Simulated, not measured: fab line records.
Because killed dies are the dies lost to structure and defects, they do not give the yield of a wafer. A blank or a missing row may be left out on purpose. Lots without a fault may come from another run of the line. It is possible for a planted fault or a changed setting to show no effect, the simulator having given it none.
Struck lot and sound lot, side by side || flow n5 finfet || 14 out of 1938 route steps
Sound: the wafers L131.2, L131.5, L131.6. Struck: wafer L123.6. (L123.3, L123.4 of the same lot were not struck and are left out.) The cause comes at the end.
Per side, at each step with rows, come the tool, then ch with its chambers, and then its first start. Under that, the readings that differ: sound wafers || struck wafers || difference of the means || sigmas: that difference in standard deviations of wafers without a fault.
alike: same words and numbers on both sides, and readings whose means sit less than 2 such deviations apart. not compared: any withheld reading, any reading some wafer has no value for, any bound like >300 that may hide the same value, and any number with overlapping values for which the record gives no deviation.
The two part at a step that has a row with sigmas, a row that says differs or no value, or rows on one side only. Non-overlapping numbers with no deviation appear without sigmas and do not part them. Lack of a reading on every wafer of one side parts them only where that side has two or more wafers.

first, 7 steps without rows for these wafers: N5_BEOL_M10_COAT_60 (time 60 s, resist thk 30 nm); N5_BEOL_M10_COAT_05 (resist thk 90 nm); N5_BEOL_M10_EBR_07; N5_BEOL_M10_SOFTBAKE_06 (time 60 s); N5_BEOL_M10_EXPOSE_08 (exposes mask M10); N5_BEOL_M10_PEB_09 (peb time 60 s); N5_BEOL_M10_DEVELOP_10 (develop time 30 s).
N5_BEOL_M10_CD_MEAS_11: target cd 64.1 nm.
  sound on cd sem-03 ch 0, day 14 10:27; struck on cd sem-02 ch 0, day 12 09:02
{"reading": "cd nm (nm)", "sound": "64.8 63.7 64.4", "struck": 63.2, "difference": -1.1, "sigmas": -2}
N5_BEOL_M10_OVL_MEAS_12:
  sound on overlay-01 ch 0, day 14 10:29; struck on overlay-02 ch 0, day 12 09:04
{"reading": "M10_OVL (nm)", "sound": "-2.0 -1.4 -1.3", "struck": 0.1, "difference": "+1.7", "sigmas": "+2"}
N5_BEOL_M10_INSPECT_13: inspects for defects (brightfield).
  sound on defect inspect-02, day 14 10:31; struck on defect inspect-01, day 12 09:05
  alike: raw defect count
N5_BEOL_M10_DESCUM_16: chemistry O2, time 7.9 s.
  sound on rie diel-06 ch 2,3, day 14 10:40; struck on rie diel-01 ch 3, day 12 09:08
  alike: drypump motor current A, oes product au, rf vpp V, showerhead plenum p Torr, throttle valve pct
  not compared: rf hours counter h
N5_BEOL_M10_ETCH_61: etches SiARC in CF4, target depth 39 nm, time 65 s.
  sound on rie diel-06 ch 2,3, day 14 10:42; struck on rie diel-01 ch 3, day 12 09:11
  alike: drypump motor current A, etch rf on time s, oes product au, rf vpp V, showerhead plenum p Torr, throttle valve pct
  not compared: rf hours counter h
N5_BEOL_M10_ETCH_62: etches SOC in N2/H2, target depth 110 nm, overetch 22 nm, time 165 s.
  sound on rie diel-06 ch 2,3, day 14 10:45; struck on rie diel-01 ch 3, day 12 09:14
{"reading": "model.SiARC_of_BEOL_M10_COAT_60.thk nm (nm)", "sound": "23.2 23.4 23.2", "struck": 24.4, "difference": "+1.1", "sigmas": ""}
  alike: drypump motor current A, oes product au, rf vpp V, showerhead plenum p Torr, throttle valve pct
  not compared: rf hours counter h
then, 1 step without rows for these wafers: N5_BEOL_M10_STRIP_68 (strips in N2/H2).

## WHERE THEY PART
First at N5_BEOL_M10_CD_MEAS_11; last, within this record, at N5_BEOL_M10_OVL_MEAS_12. Later steps at which nothing parts them and some readings are alike: N5_BEOL_M10_INSPECT_13, N5_BEOL_M10_DESCUM_16, N5_BEOL_M10_ETCH_61, N5_BEOL_M10_ETCH_62.

WHY: what had been put in by the simulator
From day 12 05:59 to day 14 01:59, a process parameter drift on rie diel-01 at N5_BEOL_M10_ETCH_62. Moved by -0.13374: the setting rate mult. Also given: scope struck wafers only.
